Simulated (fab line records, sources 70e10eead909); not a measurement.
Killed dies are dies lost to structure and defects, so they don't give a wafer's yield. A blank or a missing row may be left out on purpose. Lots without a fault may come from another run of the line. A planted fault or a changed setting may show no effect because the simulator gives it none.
fab line records | flow nand_harc
record lots=24 wafers=72 last_day=24
route steps=1159 shown A_STAIRCASE@698 A_SGD_CUT@758
lots that met no fault: from a run of the same line without faults
start_h: hours from the record's first day to the start of the lot's first wafer shown | wait_h: hours since the lot's step before | " the same as in the row above | L1.1+2: a row that stands for several wafers | - no value, or no start given | * or withheld: withheld | < > ~ a bound
route shown NAME@n: a module of which the file shows steps, and the number in the route of the first | usual: mean/standard deviation of fault-free wafers | same: alike in all rows | chamber/n: place in a boat | sites: the reading at each site | _std_site: their standard deviation | _edge_site: outer sites' mean less inner sites' | radius_mm: how far each site lies from the wafer's centre | mask NAME#n: copy n | behind: the tool/chamber that last shaped the wafer | hold: why the lot was held/for how many hours/how that ended | device: the transistor (n, p or np) that didn't switch | end of line: the same wafers' tests at the end of the route | a step without rows: its recipe alone | killed: dies lost to structure and defects at the first sort, not the wafer's yield | map: a wafer's dies, x killed, . not, _ none there
set.NAME: the setting as run; set.NAME@STEP: as run at that earlier step | model.NAME: the simulator's own value behind a step, which no gauge read
steps of the route over a sample of lots; a table a step, a row a wafer
services: from which hour (start_h, from the record's first day; less than 0 if before it) a tool's chamber was out of use, for how many hours, and why
## steps
# step NHARC_A_STAIRCASE_ALD_415
# recipe target_thk_a=300 pulse_time_s=6 ald_cycles=300 temp_c=300 material=SiO2
# usual heater_power_w=466/32 precursor_pulse_height_rel=1.000/0.02
# same pulse_time_s=6
# columns lot.wafer tool chamber start_h wait_h heater_power_w precursor_pulse_height_rel
L074.3 ald_hk-02 1 258.19 0.1 485 0.986
L074.4 " 0 " " 454 0.982
L074.6 " 1 " " 471 0.992
L075.4 ald_hk-02 3 269.53 0.1 401 1.016
L075.1 " 2 " " 510 1.037
L075.6 " 3 " " 398 1.026
L076.2 ald_hk-03 3 270.60 0.1 490 0.996
L076.3 " 0 " " 457 0.988
L076.6 " 3 " " 485 1.009
L078.2 ald_hk-03 1 278.71 0.3 499 1.005
L078.6 " 0 " " 454 0.997
L078.5 " 1 " " 495 0.991
L077.4 ald_hk-01 0 283.29 0.1 460 0.984
L077.1 " 2 " " 488 0.993
L077.6 " 0 " " 479 0.987
L079.4 ald_hk-03 1 301.51 0.5 503 0.985
L079.3 " 2 " " 459 0.999
L079.6 " 3 " " 488 0.996
L081.1 ald_hk-03 1 306.96 0.1 490 1.024
L081.2 " 0 " " 464 0.969
L081.5 " 1 " " 519 1.035
L080.3 ald_hk-03 1 312.58 0.3 499 0.988
L080.2 " 2 " " 439 1.032
L080.5 " 0 " " 454 1.030
L082.4 ald_hk-03 3 313.73 0.2 473 0.984
L082.2 " 0 " " 442 0.956
L082.1 " 1 " " 499 0.993
L083.1 ald_hk-01 0 313.82 0.5 470 0.985
L083.4 " 1 " " 374 0.986
L083.5 " 2 " " 490 0.992
L084.4 ald_hk-03 2 317.67 0.3 446 0.984
L084.3 " 0 " " 449 0.978
L084.6 " 1 " " 496 1.007
L087.3 ald_hk-03 3 333.68 1.5 486 0.998
L087.1 " 0 " " 453 0.998
L087.5 " 3 " " 502 0.981
L086.1 ald_hk-03 2 334.82 1.6 434 1.031
L086.2 " 3 " " 503 1.027
L086.4 " 1 " " 493 1.009
L085.1 ald_hk-02 2 358.61 0.3 514 0.987
L085.2 " 3 " " 411 0.995
L085.5 " 2 " " 507 0.992
L088.4 ald_hk-03 2 362.99 0.3 437 0.975
L088.3 " 3 " " 490 1.046
L088.6 " 2 " " 431 0.975
L091.2 ald_hk-03 3 365.87 0.5 484 0.982
L091.3 " 0 " " 448 0.998
L091.6 " 2 " " 438 0.984
L090.1 ald_hk-01 1 368.07 0.5 381 1.051
L090.2 " 3 " " 460 1.048
L090.6 " 0 " " 473 0.990
L089.4 ald_hk-03 3 372.42 0.1 486 0.997
L089.5 " 3 " " 481 1.013
L089.6 " 0 " " 454 0.989
L093.2 ald_hk-02 1 378.99 0.3 496 0.983
L093.5 " 0 " " 448 1.015
L093.6 " 1 " " 494 0.998
L092.3 ald_hk-03 3 380.86 0.1 500 0.995
L092.2 " 2 " " 439 0.987
L092.6 " 0 " " 443 1.041
L094.2 ald_hk-03 0 389.06 0.1 436 0.974
L094.1 " 1 " " 500 1.004
L094.4 " 2 " " 446 0.995
L095.4 ald_hk-02 0 392.29 0.1 455 1.040
L095.3 " 2 " " 519 0.999
L095.2 " 3 " " 397 0.999
L096.4 ald_hk-01 2 396.63 0.1 507 0.976
L096.3 " 3 " " 461 0.984
L096.1 " 1 " " 394 0.994
L097.4 ald_hk-03 2 399.64 1.2 428 0.999
L097.5 " 1 " " 502 0.989
L097.6 " 2 " " 449 1.003
# step NHARC_A_STAIRCASE_ETCHBACK_157
# recipe target_depth_a=900 over_etch_frac=0.3 time_s=167.14 ion_energy_ev=120 ch3f_flow_sccm=50 o2_flow_sccm=30 ar_flow_sccm=200 rf_w=500 bias_w=100 chemistry=CH3F/O2
# usual drypump_motor_current_A=5.6/0.41 oes_product_au=0.97/0.035 rf_vpp_V=245.0/1.6 showerhead_plenum_p_Torr=2.50/0.094 throttle_valve_pct=20.662/0.0084
# same time_s=167.14
# columns lot.wafer tool chamber start_h wait_h drypump_motor_current_A oes_product_au rf_hours_counter_h rf_vpp_V showerhead_plenum_p_Torr throttle_valve_pct
L074.4 rie_diel-09 3 301.16 0.2 5.4 1.00 15 243.2 2.49 20.650
L074.3 " 0 " " 5.4 1.00 10 245.7 2.66 20.664
L074.6 " 3 " " 5.4 1.00 - 245.3 2.49 20.662
L076.3 rie_diel-10 2 313.14 0.2 5.7 0.93 49 240.8 2.30 20.666
L076.2 " 3 " " 5.4 0.93 44 244.8 2.50 20.670
L076.6 " 2 " " 5.7 0.92 - 241.9 2.30 20.673
L075.4 rie_diel-09 1 313.40 0.2 5.0 0.92 18 242.2 2.35 20.660
L075.1 " 3 " " 5.4 0.93 19 244.7 2.49 20.669
L075.6 " 1 " " 5.0 0.93 - 242.2 2.35 20.666
L077.4 rie_diel-07 3 323.33 0.2 6.4 0.93 29 246.3 2.54 20.665
L077.1 " 0 " " 5.5 0.95 28 245.0 2.47 20.669
L077.6 " 1 " " 5.6 0.94 - 246.7 2.57 20.664
L078.2 rie_diel-10 3 323.46 0.1 5.4 0.95 47 244.8 2.50 20.664
L078.5 " 3 " " 5.4 0.96 - 244.3 2.50 20.656
L078.6 " 0 " " 5.3 0.96 - 245.4 2.48 20.663
L081.1 rie_diel-09 2 356.32 0.3 6.4 0.99 36 246.2 2.52 20.668
L081.2 " 0 " " 5.4 1.02 27 247.0 2.65 20.667
L081.5 " 2 " " 6.4 0.99 - 244.5 2.52 20.665
L079.3 rie_diel-09 3 356.61 0.4 5.4 0.92 35 245.0 2.48 20.659
L079.4 " 0 " " 5.4 0.93 - 247.1 2.65 20.662
L079.6 " 3 " " 5.4 0.92 - 244.9 2.48 20.667
L082.2 rie_diel-07 0 356.89 0.6 5.5 0.97 40 246.0 2.47 20.666
L082.4 " 1 " " 5.7 0.98 39 247.5 2.56 20.644
L082.1 " 2 " " 5.2 0.96 42 247.8 2.62 20.654
L083.1 rie_diel-07 1 357.84 0.3 5.7 1.00 40 243.3 2.56 20.651
L083.4 " 2 " " 5.2 0.99 42 247.8 2.62 20.659
L083.5 " 3 " " 6.5 1.00 - 245.6 2.53 20.667
L080.3 rie_diel-07 2 358.65 0.2 5.2 0.97 43 246.2 2.62 20.659
L080.2 " 3 " " 6.4 0.98 43 244.5 2.53 20.657
L080.5 " 0 " " 5.5 0.98 - 244.7 2.47 20.666
L084.4 rie_diel-07 1 368.47 0.2 5.7 0.95 43 246.0 2.56 20.667
L084.3 " 2 " " 5.2 0.93 45 246.8 2.62 20.662
L084.6 " 1 " " 5.7 0.94 - 244.5 2.56 20.683
L086.2 rie_diel-07 2 379.10 0.2 5.2 0.98 51 245.9 2.61 20.632
L086.1 " 3 " " 6.4 0.99 51 245.2 2.53 20.662
L086.4 " 0 " " 5.5 1.00 49 245.9 2.46 20.661
L087.3 rie_diel-09 1 379.25 0.2 5.0 1.00 39 242.4 2.34 20.655
L087.1 " 3 " " 5.4 1.00 44 244.2 2.48 20.654
L087.5 " 0 " " 5.4 1.00 - 246.1 2.65 20.667
L085.1 rie_diel-10 0 402.07 0.2 5.4 1.01 12 245.2 2.47 20.645
L085.2 " 1 " " 5.4 1.00 13 244.4 2.54 20.668
L085.5 " 3 " " 5.4 1.02 - 245.1 2.49 20.658
L088.4 rie_diel-10 2 407.90 0.2 5.7 1.01 16 241.1 2.29 20.661
L088.3 " 3 " " 5.4 1.02 15 245.7 2.49 20.672
L088.6 " 1 " " 5.4 1.01 - 246.5 2.54 20.651
L091.2 rie_diel-10 3 408.14 0.1 5.4 1.01 15 242.2 2.49 20.668
L091.3 " 0 " " 5.4 1.01 16 246.1 2.47 20.661
L091.6 " 0 " " 5.4 1.01 - 244.6 2.47 20.655
L090.1 rie_diel-10 1 414.48 0.2 5.3 0.93 21 245.1 2.54 20.668
L090.2 " 2 " " 5.7 0.93 19 241.5 2.29 20.668
L090.6 " 0 " " 5.4 0.92 - 244.5 2.47 20.652
L089.4 rie_diel-10 2 414.90 0.2 5.7 0.93 19 241.6 2.29 20.668
L089.5 " 2 " " 5.7 0.92 - 240.8 2.29 20.660
L089.6 " 3 " " 5.4 0.93 - 244.5 2.49 20.644
L093.2 rie_diel-09 3 426.18 0.2 5.4 1.00 63 245.2 2.47 20.661
L093.6 " 1 " " 5.0 1.00 - 242.8 2.33 20.669
L093.5 " 2 " " 6.4 0.99 - 245.6 2.51 20.668
L092.2 rie_diel-09 1 426.37 0.2 5.0 0.92 59 241.7 2.33 20.670
L092.3 " 2 " " 6.4 0.92 64 245.1 2.51 20.666
L092.6 " 1 " " 5.0 0.92 - 242.2 2.33 20.649
L094.4 rie_diel-07 1 444.75 0.2 5.7 1.01 13 247.3 2.55 20.661
L094.2 " 2 " " 5.2 1.01 14 246.2 2.60 20.661
L094.1 " 3 " " 6.4 1.00 15 247.2 2.52 20.665
L097.4 rie_diel-07 2 445.05 0.2 5.2 1.01 14 245.1 2.60 20.657
L097.6 " 0 " " 5.5 1.01 - 244.4 2.45 20.655
L097.5 " 1 " " 5.7 1.00 - 246.2 2.55 20.656
L095.3 rie_diel-09 2 446.01 0.1 6.4 0.99 3 244.2 2.51 20.663
L095.2 " 3 " " 5.4 1.00 2 244.6 2.47 20.668
L095.4 " 0 " " 5.4 1.01 - 248.5 2.63 20.635
L096.1 rie_diel-10 2 446.14 0.2 5.7 1.00 31 241.0 2.28 20.660
L096.4 " 3 " " 5.4 1.01 31 242.8 2.48 20.672
L096.3 " 1 " " 5.4 1.01 36 243.9 2.53 20.658
# step NHARC_A_SGD_CUT_CD_MEAS_09
# recipe target_cd_nm=100 landing_energy_ev=500
# usual cd_nm=99.8/0.51
# columns lot.wafer tool chamber start_h wait_h cd_nm
L074.3 cd_sem-02 0 303.36 - 99.5
L074.4 " 0 " " 99.6
L074.6 " 0 " " 99.1
L076.2 cd_sem-01 0 314.84 - 99.8
L076.3 " 0 " " 99.7
L076.6 " 0 " " 99.6
L075.1 cd_sem-02 0 315.06 - 99.6
L075.4 " 0 " " 99.4
L075.6 " 0 " " 100.4
L077.1 cd_sem-03 0 325.09 - 99.8
L077.4 " 0 " " 100.1
L077.6 " 0 " " 98.6
L078.2 cd_sem-02 0 325.44 - 100.4
L078.5 " 0 " " 100.7
L078.6 " 0 " " 100.0
L081.1 cd_sem-03 0 358.53 - 99.7
L081.2 " 0 " " 100.1
L081.5 " 0 " " 99.6
L082.1 cd_sem-03 0 358.85 - 99.4
L082.2 " 0 " " 100.5
L082.4 " 0 " " 99.9
L079.3 cd_sem-02 0 359.01 - 99.9
L079.4 " 0 " " 100.6
L079.6 " 0 " " 99.8
L083.1 cd_sem-01 0 359.53 - 99.1
L083.4 " 0 " " 99.8
L083.5 " 0 " " 99.5
L080.2 cd_sem-02 0 360.32 - 100.3
L080.3 " 0 " " 100.2
L080.5 " 0 " " 100.4
L084.3 cd_sem-01 0 370.33 - 100.4
L084.4 " 0 " " 101.0
L084.6 " 0 " " 100.1
L086.1 cd_sem-02 0 380.85 - 99.1
L086.2 " 0 " " 99.2
L086.4 " 0 " " 99.2
L087.1 cd_sem-02 0 381.03 - 100.0
L087.3 " 0 " " 99.7
L087.5 " 0 " " 99.0
L085.1 cd_sem-01 0 403.76 - 100.2
L085.2 " 0 " " 100.0
L085.5 " 0 " " 99.5
L088.3 cd_sem-01 0 409.69 - 99.9
L088.4 " 0 " " 99.7
L088.6 " 0 " " 99.2
L091.2 cd_sem-01 0 409.90 - 99.8
L091.3 " 0 " " 99.0
L091.6 " 0 " " 99.3
L090.1 cd_sem-03 0 416.07 - 100.8
L090.2 " 0 " " 100.2
L090.6 " 0 " " 100.5
L089.4 cd_sem-03 0 416.60 - 99.1
L089.5 " 0 " " 99.2
L089.6 " 0 " " 99.2
L093.2 cd_sem-02 0 427.71 - 99.9
L093.5 " 0 " " 99.8
L093.6 " 0 " " 100.1
L092.2 cd_sem-03 0 428.05 - 99.5
L092.3 " 0 " " 100.3
L092.6 " 0 " " 99.5
L094.1 cd_sem-03 0 446.56 - 99.8
L094.2 " 0 " " 99.7
L094.4 " 0 " " 99.3
L097.4 cd_sem-03 0 446.72 - 100.9
L097.5 " 0 " " 99.9
L097.6 " 0 " " 100.0
L095.2 cd_sem-02 0 447.82 - 99.3
L095.3 " 0 " " 99.7
L095.4 " 0 " " 99.6
L096.1 cd_sem-02 0 447.97 - 99.7
L096.3 " 0 " " 99.5
L096.4 " 0 " " 99.5
# step NHARC_A_SGD_CUT_OVL_MEAS_10
# usual overlay_x_nm=0.0/0.72 overlay_y_nm=0.0/0.83
# columns lot.wafer tool chamber start_h wait_h overlay_x_nm overlay_y_nm
L074.3 overlay-02 - 303.44 - -0.3 0.6
L074.4 " - " " -0.1 0.4
L074.6 " - " " -0.5 0.1
L076.2 overlay-02 - 314.94 - -0.4 -1.8
L076.3 " - " " -0.4 -1.6
L076.6 " - " " -0.5 -1.6
L075.1 overlay-02 - 315.15 - 0.2 -0.4
L075.4 " - " " 0.7 -0.1
L075.6 " - " " 0.4 -0.2
L077.1 overlay-01 - 325.18 - -0.1 -1.7
L077.4 " - " " 0.0 -1.6
L077.6 " - " " 0.7 -1.3
L078.2 overlay-02 - 325.53 - -0.5 -0.4
L078.5 " - " " -0.3 0.5
L078.6 " - " " -0.3 -0.4
L081.1 overlay-01 - 358.62 - 0.9 -0.6
L081.2 " - " " 0.1 -0.3
L081.5 " - " " 0.3 -0.3
L082.1 overlay-02 - 358.94 - 0.7 1.3
L082.2 " - " " 0.8 1.6
L082.4 " - " " 1.1 1.6
L079.3 overlay-01 - 359.11 - -1.7 0.3
L079.4 " - " " -1.8 0.6
L079.6 " - " " -1.3 0.2
L083.1 overlay-01 - 359.63 - -0.4 0.6
L083.4 " - " " -1.1 0.7
L083.5 " - " " -1.1 0.4
L080.2 overlay-02 - 360.41 - -0.7 -0.8
L080.3 " - " " -0.7 -1.5
L080.5 " - " " -0.5 -0.9
L084.3 overlay-01 - 370.41 - 0.5 -0.3
L084.4 " - " " 1.0 0.2
L084.6 " - " " 0.9 -0.6
L086.1 overlay-02 - 380.94 - 0.4 0.4
L086.2 " - " " 0.2 0.7
L086.4 " - " " 0.2 0.6
L087.1 overlay-02 - 381.12 - -0.7 1.5
L087.3 " - " " -0.7 1.8
L087.5 " - " " -0.2 2.0
L085.1 overlay-01 - 403.85 - 1.1 0.6
L085.2 " - " " 0.5 0.3
L085.5 " - " " 1.1 0.7
L088.3 overlay-02 - 409.78 - 0.0 0.1
L088.4 " - " " 0.9 0.0
L088.6 " - " " 1.1 -0.4
L091.2 overlay-01 - 409.99 - -0.7 -0.7
L091.3 " - " " -0.3 -1.0
L091.6 " - " " -0.6 -1.0
L090.1 overlay-02 - 416.16 - -0.7 0.3
L090.2 " - " " -0.2 1.2
L090.6 " - " " -0.4 0.6
L089.4 overlay-01 - 416.68 - 0.9 1.1
L089.5 " - " " 0.9 0.5
L089.6 " - " " 1.3 0.4
L093.2 overlay-02 - 427.80 - -0.1 0.2
L093.5 " - " " -0.3 -0.3
L093.6 " - " " -0.1 -0.1
L092.2 overlay-01 - 428.14 - 0.2 0.2
L092.3 " - " " 0.4 0.0
L092.6 " - " " 0.2 -0.3
L094.1 overlay-02 - 446.64 - -0.7 0.3
L094.2 " - " " -0.6 0.3
L094.4 " - " " -0.5 -0.1
L097.4 overlay-01 - 446.81 - 0.1 0.0
L097.5 " - " " 0.8 -0.2
L097.6 " - " " 0.2 -0.1
L095.2 overlay-02 - 447.92 - 0.1 -0.1
L095.3 " - " " 0.9 -0.8
L095.4 " - " " 0.6 -1.0
L096.1 overlay-01 - 448.06 - -0.7 -0.5
L096.3 " - " " -0.7 -0.9
L096.4 " - " " -1.1 -0.9
# step NHARC_A_SGD_CUT_DESCUM_14
# recipe time_s=3 o2_flow_sccm=200 ar_flow_sccm=0 bias_power_w=0 chemistry=O2
# usual drypump_motor_current_A=5.90/0.27 oes_product_au=0.998/0.011 rf_vpp_V=58.0/0.9 showerhead_plenum_p_Torr=1.94/0.088 throttle_valve_pct=11.312/0.0084
# same time_s=3
# columns lot.wafer tool chamber start_h wait_h drypump_motor_current_A oes_product_au rf_hours_counter_h rf_vpp_V showerhead_plenum_p_Torr throttle_valve_pct
L074.3 rie_diel-02 1 303.54 0.1 6.38 1.004 16 58.2 1.87 11.317
L074.4 " 0 " " 5.82 0.982 17 57.6 2.04 11.319
L074.6 " 2 " " 5.72 0.993 - 56.9 1.86 11.309
L076.2 rie_diel-05 2 315.05 0.1 6.15 1.004 10 57.2 1.87 11.300
L076.3 " 3 " " 5.66 0.986 8 57.5 2.00 11.302
L076.6 " 1 " " 5.51 0.986 - 59.0 1.80 11.309
L075.1 rie_diel-13 1 315.26 0.1 5.72 0.968 4 57.3 2.03 11.313
L075.4 " 3 " " 6.15 0.990 4 57.4 2.05 11.309
L075.6 " 0 " " 5.67 1.000 - 57.0 1.86 11.319
L077.1 rie_diel-05 3 325.28 0.1 5.67 0.991 9 59.5 2.00 11.312
L077.4 " 0 " " 6.21 0.999 9 58.6 2.04 11.304
L077.6 " 2 " " 6.11 1.015 - 56.1 1.87 11.311
L078.2 rie_diel-13 1 325.65 0.1 5.71 0.981 6 58.8 2.03 11.302
L078.5 " 2 " " 5.69 0.996 - 59.8 1.90 11.316
L078.6 " 3 " " 6.16 1.000 - 58.8 2.05 11.301
L081.2 rie_diel-05 0 358.73 0.1 6.18 0.999 1 59.8 2.04 11.325
L081.1 " 1 " " 5.52 1.018 0 57.0 1.80 11.299
L081.5 " 0 " " 6.16 0.993 - 58.4 2.04 11.315
L082.1 rie_diel-02 3 359.05 0.1 6.11 1.001 1 57.9 2.02 11.310
L082.2 " 0 " " 5.86 0.986 1 58.2 2.04 11.306
L082.4 " 1 " " 6.37 1.008 1 59.1 1.87 11.327
L079.3 rie_diel-13 3 359.20 0.1 6.18 0.993 9 58.9 2.05 11.319
L079.4 " 1 " " 5.71 0.993 9 58.1 2.03 11.306
L079.6 " 3 " " 6.18 1.002 - 59.0 2.05 11.328
L083.1 rie_diel-05 3 359.75 0.1 5.65 0.993 1 59.2 2.00 11.316
L083.4 " 0 " " 6.14 0.989 1 58.5 2.04 11.301
L083.5 " 2 " " 6.14 1.020 - 58.1 1.87 11.314
L080.3 rie_diel-02 3 360.52 0.1 6.08 1.001 2 58.8 2.02 11.310
L080.2 " 0 " " 5.83 0.990 2 57.5 2.04 11.306
L080.5 " 1 " " 6.38 0.998 - 55.0 1.87 11.311
L084.4 rie_diel-05 2 370.53 0.1 6.11 1.013 2 57.2 1.87 11.308
L084.3 " 3 " " 5.70 0.984 2 59.2 2.00 11.318
L084.6 " 0 " " 6.12 0.988 - 59.1 2.04 11.308
L086.2 rie_diel-02 1 381.04 0.1 6.41 0.997 4 57.6 1.87 11.313
L086.4 " 3 " " 6.08 1.009 4 58.7 2.02 11.314
L086.1 " 0 " " 5.81 0.988 4 59.6 2.04 11.309
L087.1 rie_diel-05 1 381.21 0.1 5.51 0.992 3 56.7 1.80 11.315
L087.3 " 2 " " 6.12 1.015 3 57.9 1.87 11.314
L087.5 " 1 " " 5.50 0.992 - 56.7 1.80 11.310
L085.2 rie_diel-02 2 403.94 0.1 5.70 0.993 7 58.2 1.85 11.310
L085.1 " 0 " " 5.80 0.983 6 59.4 2.04 11.309
L085.5 " 2 " " 5.70 0.995 - 56.7 1.85 11.304
L088.3 rie_diel-13 1 409.87 0.1 5.73 0.978 13 58.9 2.03 11.317
L088.4 " 3 " " 6.18 1.000 14 58.1 2.05 11.307
L088.6 " 2 " " 5.72 0.990 - 58.6 1.90 11.300
L091.2 rie_diel-05 2 410.08 0.1 6.14 1.009 4 57.6 1.87 11.312
L091.3 " 3 " " 5.68 0.995 4 58.7 2.00 11.298
L091.6 " 2 " " 6.13 1.007 - 57.5 1.87 11.302
L090.2 rie_diel-05 2 416.27 0.1 6.14 1.017 5 57.7 1.87 11.299
L090.1 " 3 " " 5.69 1.008 5 57.6 2.00 11.327
L090.6 " 3 " " 5.66 0.995 - 57.2 2.00 11.303
L089.4 rie_diel-13 3 416.80 0.1 6.18 0.995 15 57.4 2.05 11.313
L089.5 " 0 " " 5.66 1.012 - 57.0 1.86 11.301
L089.6 " 1 " " 5.74 0.983 - 57.8 2.03 11.319
L093.2 rie_diel-05 1 427.91 0.1 5.50 1.002 4 57.2 1.80 11.312
L093.6 " 1 " " 5.49 0.985 - 57.8 1.80 11.307
L093.5 " 2 " " 6.16 1.001 - 58.3 1.87 11.303
L092.3 rie_diel-02 2 428.25 0.1 5.72 0.985 10 58.1 1.85 11.310
L092.2 " 3 " " 6.07 1.007 9 58.9 2.02 11.313
L092.6 " 0 " " 5.81 0.984 - 59.3 2.04 11.311
L094.2 rie_diel-05 3 446.74 0.1 5.64 0.991 7 59.1 2.00 11.308
L094.1 " 0 " " 6.14 0.998 7 58.6 2.04 11.331
L094.4 " 2 " " 6.16 1.015 7 57.7 1.87 11.329
L097.4 rie_diel-13 3 446.93 0.1 6.16 1.008 18 57.5 2.05 11.319
L097.6 " 0 " " 5.64 1.012 - 58.3 1.86 11.318
L097.5 " 1 " " 5.70 0.983 - 56.8 2.02 11.316
L095.2 rie_diel-02 0 448.02 0.1 5.82 0.994 10 57.9 2.04 11.324
L095.3 " 1 " " 6.35 0.993 11 57.9 1.87 11.324
L095.4 " 2 " " 5.70 1.001 12 58.3 1.85 11.323
L096.3 rie_diel-13 2 448.16 0.1 5.73 0.997 15 57.7 1.89 11.329
L096.4 " 3 " " 6.19 1.011 18 58.0 2.05 11.317
L096.1 " 0 " " 5.65 1.019 17 55.9 1.86 11.323
# step NHARC_A_SGD_CUT_ETCH_16
# recipe target_depth_a=3105 time_s=155.2 c4f8_flow_sccm=withheld o2_flow_sccm=8 ar_flow_sccm=withheld rf_w=600 bias_w=800 chemistry=C4F8/O2/Ar
# usual oes_product_au=0.966/0.016 rf_vpp_V=724/4.3
# same time_s=155.2
# columns lot.wafer tool chamber start_h wait_h oes_product_au rf_hours_counter_h rf_vpp_V
L074.4 rie_diel-02 3 - - 0.985 17 729
L074.3 " 1 " " 0.990 17 721
L074.6 " 2 " " 0.984 - 720
L076.2 rie_diel-05 3 - - 0.987 8 727
L076.3 " 0 " " 0.981 8 729
L076.6 " 0 " " 0.984 - 731
L075.1 rie_diel-13 2 - - 0.969 3 723
L075.4 " 3 " " 0.978 5 729
L075.6 " 2 " " 0.977 - 722
L077.1 rie_diel-05 0 - - 0.977 10 728
L077.4 " 2 " " 0.971 11 722
L077.6 " 3 " " 0.956 - 729
L078.2 rie_diel-13 2 - - 0.971 5 722
L078.6 " 3 " " 0.971 - 731
L078.5 " 0 " " 0.993 - 720
L081.2 rie_diel-05 2 - - 0.996 1 722
L081.1 " 3 " " 0.962 1 726
L081.5 " 3 " " 0.966 - 729
L082.1 rie_diel-02 1 - - 0.973 2 721
L082.2 " 2 " " 0.932 2 721
L082.4 " 3 " " 0.955 2 729
L079.3 rie_diel-13 3 - - 0.967 10 731
L079.4 " 0 " " 0.962 9 720
L079.6 " 0 " " 0.968 - 722
L083.1 rie_diel-05 2 - - 0.982 1 721
L083.4 " 0 " " 0.973 1 729
L083.5 " 3 " " 0.985 - 728
L080.2 rie_diel-02 3 - - 0.962 2 728
L080.3 " 0 " " 0.945 2 730
L080.5 " 1 " " 0.961 - 722
L084.4 rie_diel-05 2 - - 0.996 2 721
L084.3 " 3 " " 0.970 2 728
L084.6 " 2 " " 0.994 - 720
L086.2 rie_diel-02 1 - - 0.972 4 721
L086.4 " 2 " " 0.941 4 721
L086.1 " 3 " " 0.997 4 727
L087.1 rie_diel-05 3 - - 0.978 3 727
L087.3 " 0 " " 0.980 3 728
L087.5 " 3 " " 0.969 - 728
L085.2 rie_diel-02 0 - - 0.980 7 730
L085.1 " 1 " " 0.987 7 720
L085.5 " 0 " " 0.984 - 729
L088.3 rie_diel-13 3 - - 0.950 15 731
L088.4 " 0 " " 0.955 14 721
L088.6 " 2 " " 0.956 - 722
L091.3 rie_diel-05 0 - - 0.957 5 728
L091.2 " 2 " " 0.974 4 721
L091.6 " 0 " " 0.957 - 729
L090.1 rie_diel-05 0 - - 0.971 6 730
L090.2 " 2 " " 0.979 5 722
L090.6 " 0 " " 0.967 - 730
L089.4 rie_diel-13 0 - - 0.970 14 720
L089.6 " 2 " " 0.961 - 721
L089.5 " 3 " " 0.969 - 730
L093.2 rie_diel-05 2 - - 0.969 6 721
L093.6 " 2 " " 0.970 - 721
L093.5 " 1 " " 0.964 - 718
L092.3 rie_diel-02 2 - - 0.963 10 720
L092.2 " 0 " " 0.944 9 729
L092.6 " 2 " " 0.956 - 720
L097.4 rie_diel-13 2 - - 0.972 15 721
L097.5 " 1 " " 0.957 - 729
L097.6 " 2 " " 0.977 - 722
L094.2 rie_diel-05 1 - - 0.921 6 716
L094.1 " 2 " " 0.932 7 721
L094.4 " 0 " " 0.919 7 730
L095.2 rie_diel-02 1 - - 0.961 11 721
L095.3 " 2 " " 0.966 12 722
L095.4 " 3 " " 0.982 12 729
L096.3 rie_diel-13 0 - - 0.993 17 720
L096.1 " 1 " " 0.970 17 729
L096.4 " 3 " " 0.981 18 730
## services
# columns tool chamber start_h hours kind
rie_diel-07 - 245.11 0.2 repair
rie_diel-09 - 254.17 9.0 pm
rie_diel-13 1 257.86 3.1 repair
rie_diel-10 3 270.08 9.6 repair
rie_diel-13 - 276.00 9.0 pm
rie_diel-05 1 278.00 2.8 repair
rie_diel-02 3 284.28 12.4 repair
rie_diel-10 0 290.46 1.5 repair
rie_diel-10 - 304.83 1.8 repair
ald_hk-03 - 323.45 10.0 pm
rie_diel-02 - 327.71 9.0 pm
rie_diel-05 - 336.11 1.2 repair
rie_diel-05 - 340.60 9.0 pm
rie_diel-10 - 353.62 9.0 pm
rie_diel-13 2 371.97 12.1 repair
rie_diel-13 2 394.25 3.6 repair
rie_diel-05 1 404.34 19.3 repair
rie_diel-07 - 405.48 9.0 pm
rie_diel-05 0 421.02 11.1 repair
rie_diel-10 - 424.08 0.6 repair
rie_diel-09 - 431.17 9.0 pm
rie_diel-05 3 434.95 1.4 repair
rie_diel-05 - 435.34 1.6 repair
rie_diel-05 - 438.52 2.7 repair
## key
fault none
